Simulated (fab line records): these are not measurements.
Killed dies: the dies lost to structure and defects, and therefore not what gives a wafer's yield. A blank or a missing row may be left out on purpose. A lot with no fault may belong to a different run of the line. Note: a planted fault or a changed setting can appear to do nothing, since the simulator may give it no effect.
Matching of chambers / flow nandHarc / 4 sister chambers for NHARC_A_STAIRCASE_DESCUM_186 on rieDiel-11
The step chemistry O2, time 3 s. 7 wafers are shown with their chamber, then 9 later ones without.

WAFERS PAIRED WITH THEIR CHAMBERS
wafer=L078.1; chamber=3; showerheadPlenumPTorr (Torr)=2.06; drypumpMotorCurrentA (A)=5.4
wafer=L080.4; chamber=0; showerheadPlenumPTorr (Torr)=1.88; drypumpMotorCurrentA (A)=6.2
wafer=L080.5; chamber=2; showerheadPlenumPTorr (Torr)=1.79; drypumpMotorCurrentA (A)=5.5
wafer=L080.6; chamber=1; showerheadPlenumPTorr (Torr)=1.85; drypumpMotorCurrentA (A)=5.8
wafer=L084.2; chamber=2; showerheadPlenumPTorr (Torr)=1.78; drypumpMotorCurrentA (A)=5.5
wafer=L084.3; chamber=0; showerheadPlenumPTorr (Torr)=1.88; drypumpMotorCurrentA (A)=6.3
wafer=L084.6; chamber=1; showerheadPlenumPTorr (Torr)=1.85; drypumpMotorCurrentA (A)=5.8

WAFERS WITH NO CHAMBER GIVEN
wafer=L091.1; showerheadPlenumPTorr (Torr)=1.78; drypumpMotorCurrentA (A)=5.5
wafer=L091.3; showerheadPlenumPTorr (Torr)=1.84; drypumpMotorCurrentA (A)=5.8
wafer=L091.4; showerheadPlenumPTorr (Torr)=1.87; drypumpMotorCurrentA (A)=6.2
wafer=L094.1; showerheadPlenumPTorr (Torr)=1.77; drypumpMotorCurrentA (A)=5.5
wafer=L094.4; showerheadPlenumPTorr (Torr)=1.84; drypumpMotorCurrentA (A)=5.8
wafer=L094.5; showerheadPlenumPTorr (Torr)=1.87; drypumpMotorCurrentA (A)=6.2
wafer=L093.3; showerheadPlenumPTorr (Torr)=2.04; drypumpMotorCurrentA (A)=5.3
wafer=L093.5; showerheadPlenumPTorr (Torr)=1.77; drypumpMotorCurrentA (A)=5.5
wafer=L093.6; showerheadPlenumPTorr (Torr)=1.84; drypumpMotorCurrentA (A)=5.8

THE CHAMBER EACH PASSED THROUGH
wafer=L091.1; from the rows above=2; in truth=2
wafer=L091.3; from the rows above=1; in truth=1
wafer=L091.4; from the rows above=0; in truth=0
wafer=L094.1; from the rows above=2; in truth=2
wafer=L094.4; from the rows above=1; in truth=1
wafer=L094.5; from the rows above=0; in truth=0
wafer=L093.3; from the rows above=3; in truth=3
wafer=L093.5; from the rows above=2; in truth=2
wafer=L093.6; from the rows above=1; in truth=1
Correct placement for 9 of the 9. Left unplaced by these rows: 0. Placed wrongly: 0.
How it was worked out, from the rows above alone: a wafer's distance from a chamber is the root of the sum, over the readings, of the square of ((its reading less the chamber's mean) divided by the reading's scatter). The wafer belongs to the nearest chamber; if the next one is less than 2 further off, it can't be placed. Each chamber's mean is taken over the wafers shown for it. The scatter: the root of (the sum of the squares of (reading less its chamber's mean) over the shown wafers, divided by (wafers less chambers)).
